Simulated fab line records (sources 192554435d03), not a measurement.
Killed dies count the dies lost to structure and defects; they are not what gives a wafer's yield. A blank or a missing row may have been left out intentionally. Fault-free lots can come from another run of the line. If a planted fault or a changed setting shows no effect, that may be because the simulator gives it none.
A struck lot beside a sound one | flow n5-finfet | 38 steps out of a route of 1938
Sound: wafers L483.2, L483.5, L483.6. Struck: wafer L498.1. (L498.3, L498.6 of the same lot were not struck and are left out.) The cause comes at the end.
Per side, at each step with rows, come the tool, then ch with its chambers, and then its first start. Under that, the readings that differ: sound wafers | struck wafers | difference of the means | sigmas: that difference in standard deviations of wafers without a fault.
alike: a reading whose means differ by less than 2 such deviations, as well as words and numbers matching on both sides. not compared: withheld readings; readings where some wafer has no value; bounds like >300 that might hide an equal value; numbers whose values overlap and for which the record gives no deviation.
Wherever a step has rows on one side only, a row that says differs or no value, or a row with sigmas, the two part there. Numbers that have no deviation but don't overlap get no sigmas and don't part them. Lack of a reading on every wafer of one side parts them only where that side has two or more wafers.

first, 11 steps without rows for these wafers: N5_BEOL_M0_SAQP_STRIP_108 (strips in N2/H2); N5_BEOL_M0_SAQP_RECESS_109 (chemistry HF/NH3, target SiO2, target depth 3 nm, afs cycles 1, sublimation time 60 s); N5_BEOL_M0_SAQP_SPACER2_ALD_26 (deposits SiO2, target thk 15 nm, pulse time 1 s, purge time 2 s); N5_BEOL_M0_SAQP_SPACER2_ETCHBACK_27 (etches SiO2 in CHF3/O2, target depth 22.5 nm, time 11.25 s); N5_BEOL_M0_SAQP_MANDREL2_REMOVE_110 (chemistry HBr/Cl2/O2, target a-Si, stops on SiCN, bt time 10 s); N5_BEOL_M0_SAQP_COAT_69 (time 60 s, resist thk 90 nm); N5_BEOL_M0_SAQP_COAT_72 (time 60 s, resist thk 15 nm); N5_BEOL_M0_SAQP_COAT_87 (time 60 s, resist thk 5 nm); N5_BEOL_M0_SAQP_COAT_34 (resist thk 30 nm); N5_BEOL_M0_SAQP_EBR_36; N5_BEOL_M0_SAQP_SOFTBAKE_35 (time 60 s).
N5_BEOL_M0_SAQP_EXPOSE_37: exposes mask M0 CUT1, target cd 30 nm.
  sound on euv-scanner-02 ch 0, day 7 03:49; struck on euv-scanner-02 ch 0, day 10 23:29
  alike: mask
then, 2 steps without rows for these wafers: N5_BEOL_M0_SAQP_PEB_38 (peb time 60 s); N5_BEOL_M0_SAQP_DEVELOP_39 (develop time 30 s).
N5_BEOL_M0_SAQP_CD_MEAS_40: target cd 30 nm.
  sound on cd-sem-01 ch 0, day 7 03:57; struck on cd-sem-01 ch 0, day 10 23:38
  reading    | sound             | struck | difference | sigmas
  cd-nm (nm) | 29.56 29.33 29.89 | 25.35  | -4.24      | -17
N5_BEOL_M0_SAQP_DESCUM_45: chemistry O2, time 7 s.
  sound on rie-diel-01 ch 0,1,2, day 7 04:04; struck on rie-diel-01 ch 2, day 10 23:45
  reading                       | sound             | struck | difference | sigmas
  oes-product-au (a.u.)         | 0.71 0.88 0.70    | 0.97   | +0.21      | +2
  rf-vpp-V (V)                  | 241.4 243.4 242.7 | 246.2  | +3.7       | +3
  throttle-valve-pct (%)        | 20.63 20.51 20.98 | 20.25  | -0.46      | -2
  model.BEOL_M0_SAQP.cd-nm (nm) | 29.8 29.6 29.8    | 25.6   | -4.1       |
  alike: bias-power-w, drypump-motor-current-A, showerhead-plenum-p-Torr
  not compared: rf-hours-counter-h
then, 6 steps without rows for these wafers: N5_BEOL_M0_SAQP_ETCH_88 (etches underlayer in N2/H2, target depth 6.5 nm, time 5.2 s); N5_BEOL_M0_SAQP_ETCH_73 (etches SiARC in CF4, target depth 19.5 nm, time 32.5 s); N5_BEOL_M0_SAQP_CUT_ETCH_46 (etches SOC in N2/H2, target depth 135 nm, overetch 27 nm, time 202.5 s); N5_BEOL_M0_SAQP_STRIP_74 (strips in N2/H2); N5_BEOL_M0_SAQP_STRIP_89 (strips in N2/H2); N5_BEOL_M0_SAQP_ALD_48 (deposits SiO2, target thk 20 nm, pulse time 1 s, co reactant pulse time 1 s).
N5_BEOL_M0_SAQP_ETCH_49: etches SiO2 in CF4/O2, target depth 37 nm.
  sound on rie-diel-02 ch 0,2, day 7 04:53; struck on rie-diel-01 ch 2, day 11 00:35
  reading                       | sound          | struck | difference | sigmas
  oes-product-au (a.u.)         | 0.76 0.76 0.69 | 0.96   | +0.22      | +2
  model.BEOL_M0_SAQP.cd-nm (nm) | 29.6 29.8 29.4 | 25.8   | -3.8       |
  alike: O2_flow_sccm, drypump-motor-current-A, rf-vpp-V, showerhead-plenum-p-Torr, throttle-valve-pct
  not compared: rf-hours-counter-h
then, 13 steps without rows for these wafers: N5_BEOL_M0_SAQP_STRIP_75 (strips in CF4); N5_BEOL_M0_CUTY_COAT_50 (time 60 s, resist thk 15 nm); N5_BEOL_M0_CUTY_COAT_51 (resist thk 150 nm); N5_BEOL_M0_CUTY_EBR_52; N5_BEOL_M0_CUTY_SOFTBAKE_53 (time 60 s); N5_BEOL_M0_CUTY_EXPOSE_54 (exposes mask M0 ABLK); N5_BEOL_M0_CUTY_PEB_55 (peb time 60 s); N5_BEOL_M0_CUTY_DEVELOP_56 (develop time 30 s); N5_BEOL_M0_CUTY_DESCUM_61 (chemistry O2, time 7.9 s); N5_BEOL_M0_CUTY_ETCH_62 (etches SiARC in CF4, time 58.5 s); N5_BEOL_M0_CUTY_ETCH_63 (etches SOC in N2/H2, target depth 82.7 nm, overetch 16.5 nm, time 124 s); N5_BEOL_M0_CUTY_STRIP_64 (strips in N2/H2); N5_BEOL_M0_ETCH_138 (etches SiCN in CH3F/O2, target depth 12 nm, time 31.6 s).
N5_BEOL_M4_RC_MEAS_101:
  the record has rows for the sound wafers here (prober-01 ch 0, day 10 19:14) and none for the struck ones
-- the record jumps here: 8 days lie between the struck wafers' starts before and after (it left off in module BEOL_M4 and takes up again in module PASSIVATION, whose first step shown is number 1936 of the route) --
N5_PASSIVATION_PROBE_49:
  sound on prober-01, day 15 02:11; struck on prober-01, day 19 09:13
  reading                  | sound          | struck | difference | sigmas
  defect-limited-yield (%) | 89.0 92.4 90.4 | 0      | -91        | -65
  killed_at_M0_to_M3       | 33 35 48       | 1113   | +1074      | +99 or more
  killed-at-other          | 9 2 17         | 2      | -7         | -2
  killed-dies              | 130 90 113     | 1180   | +1069      | +63
  killed-on-rim            | 19 14 11       | 152    | +137       | +39
  sort-n-pass              | 1050 1090 1067 | 0      | -1069      | -63
  sort-yield-pct (%)       | 89.0 92.4 90.4 | 0      | -91        | -65
  alike: killed_at_M4_up, killed-at-contacts, killed-at-front-end, killed-open, killed-short, sort_bin_5_function, sort_bin_6_memory

WHERE THEY PART
At N5_BEOL_M0_SAQP_CD_MEAS_40 first; at N5_PASSIVATION_PROBE_49 last (within this record only).

WHY: what had been put in by the simulator
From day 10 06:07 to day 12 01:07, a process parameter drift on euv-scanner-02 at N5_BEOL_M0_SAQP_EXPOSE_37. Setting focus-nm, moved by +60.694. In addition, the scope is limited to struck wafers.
